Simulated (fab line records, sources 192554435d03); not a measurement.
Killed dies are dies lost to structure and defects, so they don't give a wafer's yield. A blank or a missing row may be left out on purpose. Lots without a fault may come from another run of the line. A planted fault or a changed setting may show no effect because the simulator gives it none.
Which tool did it? | flow n5_finfet | 15 lots, 45 wafers sampled, at 8 steps of a route of 1938

WHAT THE GAUGES READ, wafer by wafer
N5_BEOL_M0_SAQP_CD_MEAS_14: target cd 42.5 nm.
lot  | measured     | on        | cd_nm (nm)
L794 | day 6 00:40  | cd_sem-02 | 42.2 42.6 42.3
L796 | day 6 06:40  | cd_sem-01 | 42.2 42.4 42.2
L801 | day 7 15:35  | cd_sem-03 | 42.4 42.8 41.7
L802 | day 7 18:37  | cd_sem-02 | 42.6 42.3 42.0
L803 | day 8 02:41  | cd_sem-03 | 42.2 42.3 41.8
L806 | day 9 05:35  | cd_sem-01 | 42.8 42.6 42.9
L808 | day 9 08:04  | cd_sem-03 | 42.4 42.3 42.5
L809 | day 9 15:38  | cd_sem-03 | 41.6 41.9 42.4
L810 | day 9 19:41  | cd_sem-03 | 42.3 41.9 42.8
L811 | day 9 22:27  | cd_sem-03 | 42.8 42.7 42.5
L812 | day 10 05:22 | cd_sem-03 | 42.9 42.4 42.8
L813 | day 10 16:07 | cd_sem-02 | 42.9 42.7 42.6
L814 | day 10 19:16 | cd_sem-02 | 43.0 42.3 42.4
L815 | day 11 00:41 | cd_sem-02 | 42.0 42.3 42.2
L816 | day 11 03:53 | cd_sem-02 | 42.8 42.5 42.7

N5_BEOL_M0_SAQP_OVL_MEAS_15.
lot  | measured     | on         | M0_CORE_OVL (nm)
L794 | day 6 00:41  | overlay-02 | -1.7 -1.2 -0.4
L796 | day 6 06:42  | overlay-01 | 0.1 -1.0 1.2
L801 | day 7 15:36  | overlay-01 | 0.5 -0.1 0.2
L802 | day 7 18:39  | overlay-02 | 1.0 0.2 0.5
L803 | day 8 02:43  | overlay-02 | -0.5 0.6 0.8
L806 | day 9 05:37  | overlay-02 | 0.8 -0.6 -0.1
L808 | day 9 08:06  | overlay-01 | 0.0 0.3 0.8
L809 | day 9 15:40  | overlay-02 | 1.0 0.6 1.0
L810 | day 9 19:42  | overlay-02 | -0.1 0.9 0.8
L811 | day 9 22:28  | overlay-02 | 0.5 -0.3 0.0
L812 | day 10 05:25 | overlay-02 | 0.1 -0.9 0.3
L813 | day 10 16:08 | overlay-02 | -0.6 0.0 0.0
L814 | day 10 19:18 | overlay-01 | 0.2 0.0 -0.7
L815 | day 11 00:42 | overlay-02 | 1.2 1.1 1.8
L816 | day 11 03:55 | overlay-01 | -0.9 -1.5 -0.4

N5_BEOL_M0_SAQP_CD_MEAS_25: target cd 13.1 nm.
lot  | measured     | on        | cd_nm (nm)
L794 | day 6 02:20  | cd_sem-02 | 13.16 12.74 12.59
L796 | day 6 08:20  | cd_sem-01 | 12.65 12.80 12.82
L801 | day 7 17:21  | cd_sem-01 | - - -
L802 | day 7 20:20  | cd_sem-01 | - - -
L803 | day 8 04:24  | cd_sem-01 | - - -
L806 | day 9 07:34  | cd_sem-01 | 12.80 13.04 13.26
L808 | day 9 09:50  | cd_sem-01 | 13.27 12.65 12.56
L809 | day 9 17:29  | cd_sem-02 | 12.91 12.85 12.83
L810 | day 9 21:30  | cd_sem-01 | 12.98 12.71 12.73
L811 | day 10 00:08 | cd_sem-02 | 12.80 12.87 12.77
L812 | day 10 07:14 | cd_sem-01 | 12.36 12.90 13.14
L813 | day 10 17:46 | cd_sem-01 | 12.91 12.84 12.94
L814 | day 10 20:55 | cd_sem-03 | 12.99 12.83 13.04
L815 | day 11 02:43 | cd_sem-03 | 12.45 12.99 12.82
L816 | day 11 07:01 | cd_sem-02 | 12.78 12.72 12.80

N5_BEOL_M4_RC_MEAS_101.
lot  | measured     | on        | DIBL_N (mV/V)  | DIBL_P (mV/V)  | IOFF_N (nA/um) | IOFF_P (nA/um) | ION_N (uA/um) | ION_P (uA/um) | SS_N (mV/dec)  | SS_P (mV/dec)  | VT_N (mV)   | VT_P (mV)
L794 | day 8 15:25  | prober-01 | 34.9 32.9 34.9 | 36.2 34.3 36.9 | 0.17 0.14 0.17 | 0.23 0.20 0.25 | 675 669 677   | 468 463 476   | 71.4 71.4 71.0 | 74.0 72.7 72.8 | 247 250 245 | -246 -250 -246
L796 | day 8 15:26  | prober-02 | 36.6 32.9 34.7 | 36.8 32.4 33.6 | 0.18 0.12 0.14 | 0.25 0.18 0.18 | 683 659 665   | 471 458 454   | 72.0 70.8 71.4 | 73.6 72.4 72.8 | 245 255 249 | -246 -251 -250
L806 | day 11 16:23 | prober-02 | 35.2 37.3 37.5 | 34.5 37.3 38.5 | 0.14 0.16 0.18 | 0.18 0.22 0.25 | 667 684 682   | 459 467 465   | 70.5 71.4 71.2 | 72.1 72.6 73.1 | 252 250 246 | -250 -250 -249
L808 | day 12 13:22 | prober-02 | 37.4 39.5 34.0 | 36.8 40.4 33.2 | 0.21 0.25 0.13 | 0.27 0.34 0.20 | 697 702 667   | 478 486 462   | 71.8 72.1 70.4 | 73.6 73.8 72.5 | 245 242 252 | -244 -243 -247
L809 | day 12 01:48 | prober-02 | 31.7 34.5 33.8 | 31.2 35.6 34.5 | 0.09 0.13 0.12 | 0.13 0.19 0.18 | 654 667 667   | 456 461 469   | 70.2 70.7 70.6 | 71.9 73.1 72.2 | 258 251 251 | -256 -251 -251
L810 | day 12 09:31 | prober-01 | 37.6 36.7 35.9 | 37.8 36.8 36.1 | 0.17 0.15 0.14 | 0.19 0.17 0.17 | 671 668 660   | 444 446 448   | 72.1 72.0 71.8 | 73.8 73.5 73.5 | 251 252 253 | -257 -256 -256
L811 | day 12 16:39 | prober-01 | 37.3 37.0 32.9 | 36.3 35.8 31.6 | 0.18 0.16 0.11 | 0.21 0.20 0.15 | 672 682 661   | 458 464 456   | 72.0 70.6 70.9 | 73.2 73.4 72.5 | 248 249 252 | -251 -251 -256
L812 | day 12 20:54 | prober-01 | 37.0 37.4 36.3 | 36.5 37.5 36.1 | 0.16 0.17 0.17 | 0.22 0.26 0.22 | 673 670 671   | 455 462 463   | 71.6 71.8 71.5 | 73.1 74.1 73.4 | 251 248 250 | -249 -245 -247
L813 | day 12 18:34 | prober-02 | 35.1 36.7 34.3 | 36.4 38.3 35.3 | 0.15 0.19 0.14 | 0.23 0.26 0.21 | 668 679 669   | 461 472 466   | 71.7 72.2 71.8 | 73.3 72.9 72.9 | 248 246 252 | -248 -245 -248
L814 | day 12 23:56 | prober-01 | 37.1 36.5 33.7 | 37.8 36.8 32.5 | 0.17 0.15 0.11 | 0.21 0.20 0.15 | 679 674 660   | 458 468 454   | 72.1 71.4 70.9 | 74.1 73.9 72.8 | 246 251 255 | -251 -255 -255
L815 | day 13 21:09 | prober-02 | 35.9 35.5 35.3 | 34.6 34.3 33.3 | 0.14 0.14 0.12 | 0.20 0.20 0.19 | 676 683 669   | 467 466 464   | 70.8 71.0 70.5 | 73.0 72.3 72.7 | 249 249 254 | -252 -251 -252
L816 | day 13 23:44 | prober-02 | 34.4 35.2 32.4 | 33.0 34.1 30.8 | 0.11 0.12 0.09 | 0.17 0.18 0.14 | 659 658 653   | 459 459 453   | 70.6 71.7 70.3 | 72.5 72.9 71.6 | 255 255 257 | -251 -253 -255

WHICH TOOL RAN EACH LOT (tool, then ch and the chambers of the sampled wafers, then the start)
lot  | N5_MOL_CONTACT_COAG_CMP_52    | N5_BEOL_M0_SAQP_ETCH_83            | N5_BEOL_M0_SAQP_ETCH_84            | N5_BEOL_M0_SAQP_MANDREL_ETCH_20
L794 | cmp-01 ch 0,2, day 5 16:42    | rie_diel-06 ch 0,3, day 6 00:48    | rie_diel-06 ch 0,3, day 6 00:51    | rie_si-02 ch 1,2,3, day 6 01:03
L796 | cmp-01 ch 0,1,3, day 6 00:19  | rie_diel-06 ch 1,3, day 6 06:48    | rie_diel-06 ch 1,3, day 6 06:51    | rie_si-02 ch 1,3, day 6 07:02
L801 | cmp-02 ch 0,1,3, day 7 10:35  | rie_diel-01 ch 1,2,3, day 7 15:41  | rie_diel-01 ch 1,2,3, day 7 15:44  | rie_si-05 ch 1,2, day 7 15:56
L802 | cmp-02 ch 0,1,2, day 7 12:43  | rie_diel-06 ch 1,2,3, day 7 18:44  | rie_diel-06 ch 1,2,3, day 7 18:47  | rie_si-05 ch 1,2,3, day 7 18:59
L803 | cmp-03 ch 0,3, day 7 21:40    | rie_diel-03 ch 0,1, day 8 02:49    | rie_diel-03 ch 0,1, day 8 02:52    | rie_si-02 ch 0,2,3, day 8 03:03
L806 | cmp-01 ch 0,2,3, day 8 23:49  | rie_diel-01 ch 0,1,2, day 9 05:43  | rie_diel-01 ch 0,1,2, day 9 05:46  | rie_si-01 ch 1,2,3, day 9 05:57
L808 | cmp-03 ch 0,1,3, day 9 02:39  | rie_diel-06 ch 0,3, day 9 08:11    | rie_diel-06 ch 0,3, day 9 08:14    | rie_si-02 ch 0,1, day 9 08:26
L809 | cmp-03 ch 0,1, day 9 11:03    | rie_diel-03 ch 1,2,3, day 9 15:46  | rie_diel-03 ch 1,2,3, day 9 15:49  | rie_si-02 ch 0,1,2, day 9 16:00
L810 | cmp-01 ch 1,2,3, day 9 14:52  | rie_diel-01 ch 0,1,3, day 9 19:48  | rie_diel-01 ch 0,1,3, day 9 19:51  | rie_si-05 ch 1,3, day 9 20:02
L811 | cmp-01 ch 0,1,2, day 9 17:52  | rie_diel-03 ch 0,2,3, day 9 22:34  | rie_diel-03 ch 0,2,3, day 9 22:37  | rie_si-02 ch 0,1,3, day 9 22:49
L812 | cmp-03 ch 1,2,3, day 10 00:40 | rie_diel-03 ch 1,2,3, day 10 05:30 | rie_diel-03 ch 1,2,3, day 10 05:33 | rie_si-02 ch 0,1,3, day 10 05:44
L813 | cmp-03 ch 0,2,3, day 10 10:50 | rie_diel-06 ch 0,1,2, day 10 16:14 | rie_diel-06 ch 0,1,2, day 10 16:17 | rie_si-05 ch 0,1,3, day 10 16:28
L814 | cmp-01 ch 0,1,3, day 10 11:18 | rie_diel-06 ch 0,1,3, day 10 19:23 | rie_diel-06 ch 0,1,3, day 10 19:26 | rie_si-02 ch 0,1,3, day 10 19:38
L815 | cmp-02 ch 0,1,2, day 10 19:51 | rie_diel-01 ch 0,2,3, day 11 00:57 | rie_diel-01 ch 0,2,3, day 11 01:00 | rie_si-02 ch 0,3, day 11 01:11
L816 | cmp-01 ch 0,1,2, day 10 22:39 | rie_diel-03 ch 0,2,3, day 11 04:19 | rie_diel-03 ch 0,2,3, day 11 04:22 | rie_si-05 ch 1,3, day 11 04:33
- N5_MOL_CONTACT_COAG_CMP_52: polishes, stops on SiO2, t overpolish 1.5 s, target thk 66.5 nm.
- N5_BEOL_M0_SAQP_ETCH_83: etches SiARC in CF4, target depth 39 nm, time 65 s.
- N5_BEOL_M0_SAQP_ETCH_84: etches SOC in N2/H2, target depth 100 nm, overetch 20 nm, time 150 s.
- N5_BEOL_M0_SAQP_MANDREL_ETCH_20: etches a-Si in HBr/Cl2, stops on SiNx, target depth 60 nm, bt time 10 s, time 30 s.

WHAT THE TOOLS THEMSELVES READ (means of the sampled wafers that have a number; where no wafer has one, the mark that the record gives instead)
N5_MOL_CONTACT_COAG_CMP_52.
lot  | tool   | head_pressure_psi (psi) | motor_current_A (A) | overpolish_run_s (s) | pad_life_wafers | time_to_endpoint_s (s)
L794 | cmp-01 | 3.990                   | 11.5                | 1.492                | 1442            | 9.6
L796 | cmp-01 | 3.994                   | 11.7                | 1.504                | 1532            | 13.2
L801 | cmp-02 | 4.002                   | 11.1                | 1.501                | 1071            | 16.0
L802 | cmp-02 | 3.999                   | 11.0                | 1.509                | 1094            | 13.2
L803 | cmp-03 | 3.999                   | 11.9                | 1.506                | 835             | 10.5
L806 | cmp-01 | 3.995                   | 11.9                | 1.499                | 109             | 13.0
L808 | cmp-03 | 3.998                   | 11.4                | 1.499                | 1101            | 14.8
L809 | cmp-03 | 3.991                   | 12.1                | 1.504                | 1194            | 12.5
L810 | cmp-01 | 3.991                   | 12.4                | 1.490                | 320             | 13.5
L811 | cmp-01 | 3.993                   | 11.9                | 1.496                | 338             | 11.0
L812 | cmp-03 | 3.988                   | 11.6                | 1.499                | 1315            | 14.6
L813 | cmp-03 | 4.004                   | 12.5                | 1.512                | 1400            | 12.2
L814 | cmp-01 | 3.992                   | 11.7                | 1.504                | 481             | 12.8
L815 | cmp-02 | 4.005                   | 11.2                | 1.495                | 1527            | 13.7
L816 | cmp-01 | 3.997                   | 11.7                | 1.508                | 578             | 10.8

N5_BEOL_M0_SAQP_ETCH_83.
lot  | tool        | bias_w (W) | cf4_flow_sccm (sccm) | drypump_motor_current_A (A) | etch_rf_on_time_s (s) | oes_product_au (a.u.) | rf_vpp_V (V) | showerhead_plenum_p_Torr (Torr) | throttle_valve_pct (%)
L794 | rie_diel-06 | 36.05      | 99.8                 | 5.4                         | 65.5                  | 0.69                  | 183.0        | 2.06                            | 15.55
L796 | rie_diel-06 | 35.88      | 100.0                | 5.1                         | 65.3                  | 0.63                  | 183.2        | 2.05                            | 15.65
L801 | rie_diel-01 | -          | -                    | -                           | -                     | -                     | -            | -                               | -
L802 | rie_diel-06 | -          | -                    | -                           | -                     | -                     | -            | -                               | -
L803 | rie_diel-03 | -          | -                    | -                           | -                     | -                     | -            | -                               | -
L806 | rie_diel-01 | 35.95      | 99.8                 | 6.0                         | 62.9                  | 0.77                  | 183.0        | 2.09                            | 15.44
L808 | rie_diel-06 | 36.08      | 100.2                | 5.8                         | 65.0                  | 0.70                  | 183.7        | 2.08                            | 15.45
L809 | rie_diel-03 | 35.95      | 100.1                | 5.4                         | 65.6                  | 0.60                  | 183.1        | 2.09                            | 16.02
L810 | rie_diel-01 | 35.98      | 99.5                 | 6.2                         | 63.7                  | 0.71                  | 183.5        | 2.10                            | 15.49
L811 | rie_diel-03 | 35.95      | 99.8                 | 5.5                         | 66.0                  | 0.65                  | 183.8        | 2.11                            | 15.81
L812 | rie_diel-03 | 36.01      | 99.9                 | 5.4                         | 66.0                  | 0.60                  | 183.5        | 2.09                            | 16.03
L813 | rie_diel-06 | 35.97      | 99.9                 | 5.8                         | 65.2                  | 0.65                  | 183.5        | 2.09                            | 15.63
L814 | rie_diel-06 | 35.87      | 100.2                | 5.5                         | 65.8                  | 0.65                  | 182.6        | 2.06                            | 15.58
L815 | rie_diel-01 | 36.02      | 100.4                | 6.2                         | 62.9                  | 0.72                  | 183.8        | 2.11                            | 15.53
L816 | rie_diel-03 | 35.98      | 100.0                | 5.5                         | 65.8                  | 0.65                  | 184.5        | 2.11                            | 15.83

N5_BEOL_M0_SAQP_ETCH_84.
lot  | tool        | bias_w (W) | chamber_pressure_mTorr (mTorr) | drypump_motor_current_A (A) | n2_flow_sccm (sccm) | oes_product_au (a.u.) | rf_vpp_V (V) | showerhead_plenum_p_Torr (Torr) | throttle_valve_pct (%)
L794 | rie_diel-06 | 150.2      | 29.997                         | 5.4                         | 199.7               | 0.72                  | 521.3        | 2.45                            | 17.77
L796 | rie_diel-06 | 149.6      | 29.987                         | 5.1                         | 199.8               | 0.67                  | 521.0        | 2.43                            | 17.89
L801 | rie_diel-01 | 149.7      | 30.007                         | 6.2                         | 200.2               | 0.33                  | 523.3        | 2.51                            | 17.71
L802 | rie_diel-06 | 150.2      | 30.021                         | 5.4                         | 200.0               | 0.27                  | 521.3        | 2.46                            | 17.86
L803 | rie_diel-03 | 149.7      | 29.977                         | 5.8                         | 200.0               | 0.29                  | 523.4        | 2.54                            | 18.15
L806 | rie_diel-01 | 149.5      | 29.993                         | 6.0                         | 199.4               | 0.80                  | 522.8        | 2.48                            | 17.69
L808 | rie_diel-06 | 150.4      | 29.985                         | 5.8                         | 199.6               | 0.74                  | 521.6        | 2.46                            | 17.70
L809 | rie_diel-03 | 149.6      | 30.035                         | 5.4                         | 200.1               | 0.63                  | 522.2        | 2.48                            | 18.18
L810 | rie_diel-01 | 150.1      | 30.015                         | 6.2                         | 199.8               | 0.74                  | 523.2        | 2.49                            | 17.66
L811 | rie_diel-03 | 149.8      | 30.012                         | 5.5                         | 200.4               | 0.70                  | 522.3        | 2.51                            | 18.03
L812 | rie_diel-03 | 150.0      | 30.016                         | 5.4                         | 199.7               | 0.63                  | 522.1        | 2.48                            | 18.19
L813 | rie_diel-06 | 149.9      | 30.023                         | 5.8                         | 200.3               | 0.68                  | 521.5        | 2.47                            | 17.83
L814 | rie_diel-06 | 149.9      | 30.003                         | 5.5                         | 200.8               | 0.69                  | 520.7        | 2.44                            | 17.81
L815 | rie_diel-01 | 149.7      | 30.042                         | 6.3                         | 200.4               | 0.74                  | 522.6        | 2.51                            | 17.85
L816 | rie_diel-03 | 149.7      | 30.031                         | 5.5                         | 199.9               | 0.68                  | 521.5        | 2.51                            | 18.04

N5_BEOL_M0_SAQP_MANDREL_ETCH_20.
lot  | tool      | HBr_flow_sccm (sccm) | bias_w (W) | drypump_motor_current_A (A) | he_backside_leak_sccm (sccm) | oes_product_au (a.u.) | throttle_valve_pct (%)
L794 | rie_si-02 | 150.2                | 74.92      | 5.5                         | 2.39                         | 0.781                 | 35.5
L796 | rie_si-02 | 150.1                | 75.16      | 5.4                         | 2.56                         | 0.782                 | 35.3
L801 | rie_si-05 | 150.0                | 75.00      | 5.4                         | 3.01                         | 0.322                 | 36.4
L802 | rie_si-05 | 150.0                | 74.89      | 5.6                         | 2.68                         | 0.330                 | 36.2
L803 | rie_si-02 | 149.8                | 75.10      | 5.8                         | 2.66                         | 0.331                 | 36.3
L806 | rie_si-01 | 150.3                | 75.00      | 5.5                         | 2.67                         | 0.792                 | 35.3
L808 | rie_si-02 | 149.9                | 75.04      | 6.0                         | 2.75                         | 0.774                 | 35.3
L809 | rie_si-02 | 150.2                | 75.06      | 6.1                         | 2.64                         | 0.777                 | 35.6
L810 | rie_si-05 | 149.8                | 74.89      | 5.6                         | 2.61                         | 0.786                 | 34.9
L811 | rie_si-02 | 150.3                | 75.05      | 5.6                         | 2.70                         | 0.772                 | 35.2
L812 | rie_si-02 | 150.1                | 75.16      | 5.7                         | 2.67                         | 0.778                 | 35.2
L813 | rie_si-05 | 149.7                | 75.05      | 5.4                         | 2.69                         | 0.791                 | 35.3
L814 | rie_si-02 | 150.1                | 74.77      | 5.7                         | 2.62                         | 0.775                 | 35.2
L815 | rie_si-02 | 150.0                | 75.33      | 5.3                         | 2.57                         | 0.773                 | 35.0
L816 | rie_si-05 | 150.2                | 75.26      | 5.6                         | 2.60                         | 0.779                 | 34.9

THE ANSWER, worked out from the rows above alone
Rule: what is usual is taken from the lots themselves. Put in order of their means at a reading, lots are off if they are a third of the lots or fewer, leave a main group of 4 or more, and stand apart from it by a gap of 3 or more times the standard deviation of the main group's means; of several such gaps the widest counts. A main group whose means are all the same, to the digits that the tables above print for the reading, isn't used. A lot without any number at a reading at which 4 lots or more have one is off too. The other lots that the step has rows for count as sound. The gauges are gone through in route order, then the tools' own readings, and for those a lot's mean is taken as printed above. The first step at which some lot is off is used, and at that step the reading that is off furthest; a lot without a number counts as furthest.
Off: L801, L802, L803, at N5_BEOL_M0_SAQP_CD_MEAS_25 (cd_nm). Without a number there: L801, L802, L803. The main group: mean 12.84 nm, standard deviation 0.08.
A tool fits if, at a process step before that reading, it ran every lot that is off, and no sound lot after the first of them. The gauges at N5_BEOL_M0_SAQP_CD_MEAS_25 aren't tried: what is off there is off at N5_BEOL_M0_SAQP_ETCH_83 too, on other tools, and a gauge's error can't cause that. None of those tried fits.

WHAT THE SIMULATOR HAD PUT IN
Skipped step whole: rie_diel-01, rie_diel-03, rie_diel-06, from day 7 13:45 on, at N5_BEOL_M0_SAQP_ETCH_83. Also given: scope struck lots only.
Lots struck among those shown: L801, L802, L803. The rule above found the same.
